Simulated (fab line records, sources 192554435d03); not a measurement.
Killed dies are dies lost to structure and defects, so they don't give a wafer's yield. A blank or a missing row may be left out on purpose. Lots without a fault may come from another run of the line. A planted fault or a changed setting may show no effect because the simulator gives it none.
fab line records | flow n5_finfet | part 1 of 2: steps 1 to 25 of 38
record lots=5 wafers=15 last_day=15
route steps=1938 shown STI_FIN_REVEAL@184 DUMMY_GATE@212
lots that met no fault: from a run of the same line without faults
start_h: hours from the record's first day to the start of the lot's first wafer shown | wait_h: hours since the lot's step before | " the same as in the row above | L1.1+2: a row that stands for several wafers | - no value, or no start given | * or withheld: withheld | < > ~ a bound
route shown NAME@n: a module of which the file shows steps, and the number in the route of the first | usual: mean/standard deviation of fault-free wafers | same: alike in all rows | chamber/n: place in a boat | sites: the reading at each site | _std_site: their standard deviation | _edge_site: outer sites' mean less inner sites' | radius_mm: how far each site lies from the wafer's centre | mask NAME#n: copy n | behind: the tool/chamber that last shaped the wafer | hold: why the lot was held/for how many hours/how that ended | device: the transistor (n, p or np) that didn't switch | end of line: the same wafers' tests at the end of the route | a step without rows: its recipe alone | killed: dies lost to structure and defects at the first sort, not the wafer's yield | map: a wafer's dies, x killed, . not, _ none there
set.NAME: the setting as run; set.NAME@STEP: as run at that earlier step | model.NAME: the simulator's own value behind a step, which no gauge read
lots at some steps of the route; a table a step, a row a wafer
services: from which hour (start_h, from the record's first day; less than 0 if before it) a tool's chamber was out of use, for how many hours, and why
## steps
# step N5_STI_FIN_REVEAL_ALD_14
# recipe material=Si3N4 target_thk_a=30 temp_c=400 ald_precursor_family=SiH2I2 ald_co_reactant=N2/H2-plasma pressure_torr=2
# usual heater_power_w=855/87
# columns lot.wafer tool chamber start_h wait_h heater_power_w
L075.1 ald_sin-01 1 35.84 0.0 913
L075.3 " 0 " " 777
L075.6 " 2 " " 906
L077.3 ald_sin-01 1 46.76 0.0 881
L077.5 " 3 " " 928
L077.6 " 0 " " 768
L083.1 ald_sin-01 2 83.02 0.0 885
L083.2 " 1 " " 895
L083.5 " 1 " " 913
L085.2 ald_sin-04 2 96.66 0.0 768
L085.3 " 1 " " 788
L085.5 " 0 " " 950
L090.2 ald_sin-01 3 124.84 0.0 915
L090.3 " 1 " " 885
L090.5 " 2 " " 778
# step N5_STI_FIN_REVEAL_FCVD_FILL_01
# recipe material=SiO2_flowable target_thk_a=3120 temp_c=100 pressure_torr=0.8 rf_w=2000 time_s=512.2
# usual tsa_flow_sccm=60.00/0.17
# columns lot.wafer tool chamber start_h wait_h tsa_flow_sccm
L075.1 fcvd-01 1 36.08 0.1 59.95
L075.3 " 0 " " 59.94
L075.6 " 0 " " 60.22
L077.3 fcvd-02 1 47.40 0.5 59.79
L077.5 " 1 " " 59.79
L077.6 " 1 " " 60.00
L083.1 fcvd-01 0 83.26 0.1 60.20
L083.2 " 1 " " 59.83
L083.5 " 0 " " 60.32
L085.2 fcvd-01 1 96.89 0.1 60.00
L085.3 " 0 " " 60.17
L085.5 " 0 " " 60.15
L090.2 fcvd-01 1 125.07 0.1 59.80
L090.3 " 0 " " 60.02
L090.5 " 1 " " 60.06
# step N5_STI_FIN_REVEAL_DENSIFY_02
# recipe temp_c=650 ambient=steam time_s=1800 idle_temp_c=400 densification_p_h2o_torr=640
# usual tube_center_temp_C=650.01/0.056
# columns lot.wafer tool chamber start_h wait_h tube_center_temp_C
L075.1 furnace-01 0 36.71 0.4 650
L075.3 " 0 " " 649.98
L075.6 " 0 " " 650.03
L077.3 furnace-03 0 48.66 1.1 649.99
L077.5 " 0 " " 650.02
L077.6 " 0 " " 650.02
L083.1 furnace-02 0 83.90 0.4 649.92
L083.2 " 0 " " 650.02
L083.5 " 0 " " 649.97
L085.2 furnace-03 0 97.53 0.4 649.89
L085.3 " 0 " " 650.08
L085.5 " 0 " " 650.09
L090.2 furnace-01 0 125.71 0.4 649.99
L090.3 " 0 " " 649.94
L090.5 " 0 " " 650.04
# step N5_STI_FIN_REVEAL_CMP_04
# recipe stop_on=Si3N4 t_overpolish_s=4 down_force_psi=2 platen_rpm=54.18 post_cmp_clean=alkaline_brush pad_velocity_m_s=1.078 target_thk_nm=131.83
# usual edge_zone_pressure_frac=1.000/0.0049 head_pressure_psi=2.000/0.0044 motor_current_A=8.1/0.7 overpolish_run_s=4.000/0.009 time_to_endpoint_s=107/5.3
# columns lot.wafer tool chamber start_h wait_h edge_zone_pressure_frac head_pressure_psi motor_current_A overpolish_run_s time_to_endpoint_s
L075.3 cmp-02 0 40.88 0.0 1.005 2.001 8.4 4.002 101
L075.1 " 3 " " 1.001 2.002 8.6 3.996 103
L075.6 " 0 " " 0.995 2.006 8.2 3.983 104
L077.3 cmp-02 1 52.91 0.1 0.987 2.002 6.5 3.997 107
L077.6 " 3 " " 0.995 2.007 8.3 3.984 106
L077.5 " 0 " " 0.994 1.998 7.9 3.995 103
L083.1 cmp-02 3 88.08 0.0 0.997 1.999 8.2 4.009 106
L083.2 " 1 " " 1.008 1.997 6.2 4.007 112
L083.5 " 3 " " 1.002 2.004 8.1 4.007 104
L085.3 cmp-04 0 101.95 0.3 1.000 2.001 8.6 3.992 102
L085.2 " 1 " " 1.008 1.998 9.4 4.009 103
L085.5 " 2 " " 0.998 1.994 8.2 3.989 105
L090.2 cmp-01 0 129.89 0.0 0.998 2.010 8.7 3.988 107
L090.3 " 2 " " 1.003 1.999 7.7 4.001 107
L090.5 " 1 " " 1.001 1.996 8.0 3.996 109
# step N5_STI_FIN_REVEAL_THK_MEAS_05
# usual thk_nm=132.2/1.2
# columns lot.wafer tool chamber start_h wait_h thk_nm
L075.1 film_metro-01 - 41.17 - 131.9
L075.3 " - " " 132.7
L075.6 " - " " 133.1
L077.3 film_metro-01 - 53.13 - 134.0
L077.5 " - " " 133.8
L077.6 " - " " 133.5
L083.1 film_metro-01 - 88.38 - 132.5
L083.2 " - " " 134.6
L083.5 " - " " 132.3
L085.2 film_metro-01 - 102.17 - 130.4
L085.3 " - " " 130.8
L085.5 " - " " 131.0
L090.2 film_metro-02 - 130.18 - 133.0
L090.3 " - " " 131.9
L090.5 " - " " 131.8
# step N5_STI_FIN_REVEAL_DENSIFY_30
# recipe temp_c=* time_s=* ambient=N2 idle_temp_c=600 ramp_up_c_per_s=150 ramp_down_c_per_s=60 cool_to_c=600
# usual lamp_power_pct=11.53/0.052 lamp_zone_4_pct=11.528/0.021 lamp_zone_7_pct=11.965/0.02 wafer_temp_C_max=*
# columns lot.wafer tool chamber start_h wait_h lamp_power_pct lamp_zone_4_pct lamp_zone_7_pct wafer_temp_C_max
L075.1 rtp_anneal-02 0 41.20 0.0 11.46 11.527 11.967 *
L075.3 " 0 " " 11.44 11.534 11.980 *
L075.6 " 0 " " 11.56 11.503 11.968 *
L077.3 rtp_anneal-01 0 53.30 0.2 11.60 11.515 12.009 *
L077.5 " 0 " " 11.55 11.541 11.966 *
L077.6 " 0 " " 11.59 11.526 11.945 *
L083.1 rtp_anneal-01 0 88.66 0.3 11.65 11.545 12.000 *
L083.2 " 0 " " 11.51 11.531 11.997 *
L083.5 " 0 " " 11.60 11.536 11.944 *
L085.2 rtp_anneal-01 0 102.23 0.1 11.48 11.548 11.956 *
L085.3 " 0 " " 11.58 11.544 11.933 *
L085.5 " 0 " " 11.51 11.555 11.947 *
L090.2 rtp_anneal-01 0 130.26 0.1 11.57 11.549 11.958 *
L090.3 " 0 " " 11.49 11.530 11.984 *
L090.5 " 0 " " 11.51 11.580 11.956 *
# step N5_STI_FIN_REVEAL_ETCHBACK_08
# recipe chemistry=C4F6/O2 target=SiO2 target_depth_a=305 time_s=10.167 ion_energy_ev=250 pressure_mtorr=30 source_w=345 bias_w=185 Ar_flow_sccm=300 C4F6_flow_sccm=10 O2_flow_sccm=10
# usual drypump_motor_current_A=5.8/0.43 oes_product_au=0.78/0.099 rf_vpp_V=667/14 showerhead_plenum_p_Torr=2.84/0.087 throttle_valve_pct=21.17/0.25
# columns lot.wafer tool chamber start_h wait_h drypump_motor_current_A oes_product_au rf_hours_counter_h rf_vpp_V showerhead_plenum_p_Torr throttle_valve_pct
L075.1 rie_diel-04 3 41.41 0.2 6.0 0.73 173 661 2.95 21.49
L075.3 " 1 " " 6.4 0.70 238 667 2.68 21.52
L075.6 " 3 " " 6.0 0.73 - 661 2.95 21.47
L077.3 rie_diel-03 3 53.46 0.1 6.3 0.74 176 631 2.83 21.22
L077.5 " 2 " " 6.6 0.96 - 682 2.81 20.97
L077.6 " 1 " " 5.1 0.75 - 675 2.84 21.11
L083.1 rie_diel-03 2 88.87 0.2 6.6 0.91 19 683 2.81 20.99
L083.2 " 0 " " 5.8 0.94 10 665 2.81 21.21
L083.5 " 3 " " 6.3 0.73 - 631 2.82 21.24
L085.2 rie_diel-05 0 102.42 0.2 5.4 0.90 25 681 2.93 20.78
L085.3 " 2 " " 5.2 0.80 82 661 2.77 20.74
L085.5 " 1 " " 5.8 0.66 - 654 2.80 21.45
L090.2 rie_diel-04 1 130.46 0.2 6.4 0.92 18 680 3.01 21.21
L090.3 " 2 " " 5.9 0.68 229 661 2.72 21.13
L090.5 " 2 " " 5.9 0.68 - 661 2.72 21.13
# step N5_STI_FIN_REVEAL_STRIP_24
# recipe chemistry=N2/H2 time_s=90 power_w=100 temp_c=40 pressure_mtorr=100 rf_frequency_hz=6e+07 bias_power_w=3 n2_flow_sccm=300 h2_flow_sccm=300
# usual drypump_motor_current_A=5.8/0.43 oes_product_au=0.78/0.099 rf_vpp_V=45.3/0.91 showerhead_plenum_p_Torr=3.35/0.11 throttle_valve_pct=12.19/0.29
# columns lot.wafer tool chamber start_h wait_h drypump_motor_current_A oes_product_au rf_hours_counter_h rf_vpp_V showerhead_plenum_p_Torr throttle_valve_pct
L075.1 rie_diel-04 3 41.45 0.0 6.0 0.73 173 44.3 3.49 12.47
L075.3 " 1 " " 6.4 0.70 238 45.1 3.21 12.76
L075.6 " 3 " " 6.0 0.73 - 45.1 3.49 12.47
L077.3 rie_diel-03 3 53.49 0.0 6.3 0.74 176 46.5 3.35 12.30
L077.5 " 2 " " 6.6 0.96 - 45.7 3.32 11.87
L077.6 " 1 " " 5.1 0.74 - 45.3 3.35 12.12
L083.1 rie_diel-03 2 88.91 0.0 6.6 0.91 19 46.7 3.32 11.91
L083.2 " 0 " " 5.8 0.94 10 44.7 3.32 12.09
L083.5 " 3 " " 6.3 0.73 - 44.5 3.34 12.34
L085.2 rie_diel-05 0 102.46 0.0 5.5 0.89 25 45.5 3.44 11.62
L085.3 " 2 " " 5.2 0.81 82 44.8 3.28 11.79
L085.5 " 1 " " 5.8 0.68 - 45.2 3.32 12.57
L090.2 rie_diel-04 1 130.49 0.0 6.4 0.92 18 46.4 3.60 12.19
L090.3 " 2 " " 5.9 0.67 229 46.3 3.21 12.24
L090.5 " 2 " " 5.9 0.68 - 44.0 3.21 12.22
# step N5_STI_FIN_REVEAL_PRECLEAN_25
# recipe chemistry=SPM time_s=90 temp_c=120 mix=4:1
# columns lot.wafer tool chamber start_h wait_h
L075.1+3+6 wet_bench-06 5,4,3 41.57 0.1
L077.3+5+6 wet_bench-03 5,2,1 53.61 0.1
L083.1+2+5 wet_bench-03 0,1,7 89.03 0.1
L085.2+3+5 wet_bench-03 0,2,3 102.59 0.1
L090.2+3+5 wet_bench-03 7,1,0 130.62 0.1
# step N5_STI_FIN_REVEAL_PRECLEAN_26
# recipe chemistry=SC1 time_s=45 temp_c=46 mix=1:2:100
# columns lot.wafer tool chamber start_h wait_h
L075.1+3+6 wet_bench-06 5,4,3 41.60 0.0
L077.3+5+6 wet_bench-03 5,2,1 53.64 0.0
L083.1+2+5 wet_bench-03 0,1,7 89.09 0.0
L085.2+3+5 wet_bench-03 0,2,3 102.65 0.0
L090.2+3+5 wet_bench-03 7,1,0 130.67 0.0
# step N5_STI_FIN_REVEAL_PRECLEAN_29
# recipe chemistry=DHF time_s=30 temp_c=25 dilution=300:1
# columns lot.wafer tool chamber start_h wait_h
L075.1+3+6 wet_bench-06 5,4,3 41.61 0.0
L077.3+5+6 wet_bench-03 5,2,1 53.65 0.0
L083.1+2+5 wet_bench-03 0,1,7 89.11 0.0
L085.2+3+5 wet_bench-03 0,2,3 102.67 0.0
L090.2+3+5 wet_bench-03 7,1,0 130.70 0.0
# step N5_STI_FIN_REVEAL_SRD_12
# recipe time_s=30 temp_c=23 rinse_liquid=diw dry=ipa_marangoni
# columns lot.wafer tool chamber start_h wait_h
L075.1+3+6 wet_bench-06 5,4,3 41.62 0.0
L077.3+5+6 wet_bench-03 5,2,1 53.66 0.0
L083.1+2+5 wet_bench-03 0,1,7 89.13 0.0
L085.2+3+5 wet_bench-03 0,2,3 102.69 0.0
L090.2+3+5 wet_bench-03 7,1,0 130.71 0.0
# step N5_STI_FIN_REVEAL_RECESS_09
# recipe chemistry=HF/NH3 target=SiO2 afs_cycles=11 target_depth_a=425 temp_c=30 sublimation_temp_c=180 sublimation_time_s=60
# usual drypump_motor_current_A=5.98/0.17
# same afs_cycles=11
# columns lot.wafer tool chamber start_h wait_h drypump_motor_current_A
L075.1 vapor_etch-02 1 41.69 0.1 6.23
L075.3 " 0 " " 5.98
L075.6 " 0 " " 5.94
L077.3 vapor_etch-02 1 54.24 0.6 6.19
L077.5 " 0 " " 5.93
L077.6 " 1 " " 6.18
L083.1 vapor_etch-01 0 89.19 0.0 5.70
L083.2 " 1 " " 5.94
L083.5 " 1 90.25 1.1 5.94
L085.2 vapor_etch-01 1 102.75 0.0 5.91
L085.3 " 0 " " 5.71
L085.5 " 1 " " 5.91
L090.2 vapor_etch-02 0 130.77 0.0 5.98
L090.3 " 0 " " 5.96
L090.5 " 1 " " 6.21
# step N5_STI_FIN_REVEAL_STRIP_16
# recipe chemistry=H3PO4 material=SiNx temp_c=165 target_depth_a=238 overetch_fraction=0.4964 dry=ipa_marangoni
# columns lot.wafer tool chamber start_h wait_h
L075.1+3+6 wet_bench-03 3,4,5 43.30 1.1
L077.3+5+6 wet_bench-02 1,6,4 55.32 0.6
L083.1+2+5 wet_bench-03 0,2,7 90.81 1.1
L085.2+3+5 wet_bench-06 7,3,0 104.37 1.1
L090.2+3+5 wet_bench-03 5,0,1 132.39 1.1
# step N5_STI_FIN_REVEAL_PRECLEAN_17
# recipe chemistry=NF3:NH3 afs_cycles=1 temp_c=30 time_s=20 sublimation_temp_c=180 sublimation_time_s=60 pressure_torr=3 rf_power_w=30
# same afs_cycles=1
# columns lot.wafer tool chamber start_h wait_h
L075.1+3+6 remote_plasma-02 1 43.57 0.0
L077.3+5+6 remote_plasma-02 1 55.65 0.1
L083.1+2+5 remote_plasma-02 0 91.32 0.0
L085.2+3+5 remote_plasma-01 0 104.67 0.1
L090.2+3+5 remote_plasma-01 1 132.93 0.1
# step N5_STI_FIN_REVEAL_ETCH_34
# recipe chemistry=H2 mode=isotropic material=Si target=Si target_depth_a=9.7 temp_c=20 pressure_mtorr=4.5 icp_w=300 bias_w=0 h2_flow_sccm=7.5 he_flow_sccm=142.5
# usual drypump_motor_current_A=5.9/0.53 oes_product_au=1.000/0.019 throttle_valve_pct=25.8/0.4
# columns lot.wafer tool chamber start_h wait_h drypump_motor_current_A oes_product_au rf_hours_counter_h throttle_valve_pct
L075.1 rie_si-05 2 43.78 0.2 5.6 0.981 177 25.9
L075.3 " 3 " " 6.2 1.043 5 25.4
L075.6 " 0 " " 6.0 0.989 - 26.1
L077.3 rie_si-03 1 55.80 0.1 6.3 1.003 14 25.3
L077.5 " 3 " " 6.6 0.986 - 25.4
L077.6 " 2 " " 4.9 1.009 - 25.7
L083.1 rie_si-02 1 91.53 0.2 5.8 0.979 20 25.9
L083.2 " 0 " " 6.1 1.008 13 25.4
L083.5 " 3 " " 6.2 0.994 - 25.5
L085.2 rie_si-03 3 104.84 0.1 6.6 0.978 191 25.4
L085.3 " 0 " " 5.8 1.012 23 26.7
L085.5 " 3 " " 6.6 0.982 - 25.4
L090.2 rie_si-02 3 133.11 0.1 6.2 1.003 130 25.5
L090.3 " 2 " " 4.8 1.009 75 26.2
L090.5 " 0 " " 6.1 1.029 - 25.3
# step N5_STI_FIN_REVEAL_OXIDATION_31
# recipe chemistry=O2_PLASMA_REMOTE temp_c=150 time_s=20 pressure_mtorr=1000 source_power_w=2000 o2_flow_sccm=3000
# usual drypump_motor_current_A=6.38/0.2 heater_power_w=150/14
# columns lot.wafer tool chamber start_h wait_h drypump_motor_current_A heater_power_w rf_hours_counter_h
L075.1 plasma_asher-02 0 43.84 0.0 6.29 145 77
L075.3 " 0 " " 6.27 142 -
L075.6 " 0 " " 6.27 144 -
L077.3 plasma_asher-01 0 55.88 0.1 6.60 173 -
L077.5 " 1 " " 6.10 150 -
L077.6 " 0 " " 6.60 183 -
L083.1 plasma_asher-02 1 91.59 0.0 6.57 137 87
L083.2 " 0 " " 6.27 143 87
L083.5 " 0 " " 6.26 143 -
L085.2 plasma_asher-02 0 104.90 0.0 6.26 141 90
L085.3 " 1 " " 6.55 140 -
L085.5 " 0 " " 6.27 143 -
L090.2 plasma_asher-01 0 133.17 0.0 6.58 176 56
L090.3 " 0 " " 6.57 174 -
L090.5 " 1 " " 6.11 145 -
# step N5_STI_FIN_REVEAL_PRECLEAN_32
# recipe chemistry=NF3:NH3 afs_cycles=1 temp_c=30 time_s=20 sublimation_temp_c=180 sublimation_time_s=60 pressure_torr=3 rf_power_w=30
# same afs_cycles=1
# columns lot.wafer tool chamber start_h wait_h
L075.1+3+6 remote_plasma-01 1 43.92 0.1
L077.3+5+6 remote_plasma-01 0 56.00 0.1
L083.1+2+5 remote_plasma-01 0 91.68 0.1
L085.2+3+5 remote_plasma-02 1 105.02 0.1
L090.2+3+5 remote_plasma-02 1 133.28 0.1
# step N5_STI_FIN_REVEAL_STRIP_35
# recipe chemistry=H3PO4 material=Si3N4 temp_c=165 target_depth_a=40 time_s=39
# columns lot.wafer tool chamber start_h wait_h
L075.1+3+6 wet_bench-03 0,3,6 44.13 0.2
L077.3+5+6 wet_bench-02 5,3,6 56.15 0.1
L083.1+2+5 wet_bench-06 2,0,4 91.89 0.2
L085.2+3+5 wet_bench-02 4,5,1 105.20 0.2
L090.2+3+5 wet_bench-03 4,6,1 133.46 0.2
# step N5_STI_FIN_REVEAL_SRD_21
# recipe dry=ipa_marangoni time_s=30 temp_c=23 rinse_liquid=diw
# columns lot.wafer tool chamber start_h wait_h
L075.1+3+6 wet_bench-03 0,3,6 44.14 0.0
L077.3+5+6 wet_bench-02 5,3,6 56.17 0.0
L083.1+2+5 wet_bench-06 2,0,4 91.90 0.0
L085.2+3+5 wet_bench-02 4,5,1 105.22 0.0
L090.2+3+5 wet_bench-03 4,6,1 133.49 0.0
# step N5_STI_FIN_REVEAL_OXIDATION_33
# recipe chemistry=O2_PLASMA_REMOTE temp_c=150 time_s=20 pressure_mtorr=1000 source_power_w=2000 o2_flow_sccm=3000
# usual drypump_motor_current_A=6.39/0.2 heater_power_w=149/13
# columns lot.wafer tool chamber start_h wait_h drypump_motor_current_A heater_power_w rf_hours_counter_h
L075.1 plasma_asher-02 1 44.19 0.0 6.55 137 77
L075.3 " 1 " " 6.53 142 -
L075.6 " 0 " " 6.27 141 -
L077.3 plasma_asher-01 1 56.23 0.0 6.11 146 -
L077.5 " 1 " " 6.09 147 -
L077.6 " 0 " " 6.63 176 -
L083.1 plasma_asher-02 1 91.94 0.0 6.60 139 88
L083.2 " 0 " " 6.26 141 88
L083.5 " 1 " " 6.59 142 -
L085.2 plasma_asher-02 1 105.26 0.0 6.54 139 90
L085.3 " 1 " " 6.54 142 -
L085.5 " 0 " " 6.25 140 -
L090.2 plasma_asher-02 1 133.55 0.0 6.56 140 96
L090.3 " 1 " " 6.57 141 -
L090.5 " 1 " " 6.56 140 -
# step N5_STI_FIN_REVEAL_CLEAN_19
# recipe chemistry=O3/DIW temp_c=25 time_s=120 o3_ppm=10
# columns lot.wafer tool chamber start_h wait_h
L075.1+3+6 wet_bench-03 6,2,7 44.28 0.1
L077.3+5+6 wet_bench-03 5,4,6 56.30 0.0
L083.1+2+5 wet_bench-03 6,5,7 92.03 0.1
L085.2+3+5 wet_bench-03 4,1,3 105.42 0.1
L090.2+3+5 wet_bench-06 6,5,0 133.64 0.1
# step N5_STI_FIN_REVEAL_SRD_23
# recipe dry=ipa_marangoni time_s=30 temp_c=23 rinse_liquid=diw
# columns lot.wafer tool chamber start_h wait_h
L075.1+3+6 wet_bench-03 6,2,7 44.31 0.0
L077.3+5+6 wet_bench-03 5,4,6 56.33 0.0
L083.1+2+5 wet_bench-03 6,5,7 92.10 0.0
L085.2+3+5 wet_bench-03 4,1,3 105.49 0.0
L090.2+3+5 wet_bench-06 6,5,0 133.67 0.0
# step N5_STI_FIN_REVEAL_CD_MEAS_22
# recipe target_cd_nm=6.238 pitch_nm=28 polarity=line
# usual cd_nm=6.21/0.27
# columns lot.wafer tool chamber start_h wait_h cd_nm
L075.1 cd_sem-03 - 44.35 0.0 6.52
L075.3 " - " " 6.56
L075.6 " - " " 6.23
L077.3 cd_sem-01 - 56.38 0.0 6.37
L077.5 " - " " 6.06
L077.6 " - " " 6.07
L083.1 cd_sem-01 - 92.16 0.0 6.20
L083.2 " - " " 6.15
L083.5 " - " " 6.02
L085.2 cd_sem-02 - 105.55 0.0 6.00
L085.3 " - " " 6.17
L085.5 " - " " 6.77
L090.2 cd_sem-02 - 133.72 0.0 6.36
L090.3 " - " " 6.55
L090.5 " - " " 5.89
# step N5_STI_FIN_REVEAL_FIN_H_MEAS_10
# usual trench_depth_nm=52.1/0.8
# columns lot.wafer tool chamber start_h wait_h trench_depth_nm
L075.1 ocd-01 - 44.38 0.0 51.6
L075.3 " - " " 52.1
L075.6 " - " " 51.0
L077.3 ocd-01 - 56.41 0.0 53.2
L077.5 " - " " 53.3
L077.6 " - " " 53.2
L083.1 ocd-02 - 92.19 0.0 53.0
L083.2 " - " " 52.8
L083.5 " - " " 53.2
L085.2 ocd-01 - 105.59 0.0 53.2
L085.3 " - " " 51.9
L085.5 " - " " 50.7
L090.2 ocd-01 - 133.75 0.0 53.8
L090.3 " - " " 52.5
L090.5 " - " " 52.8
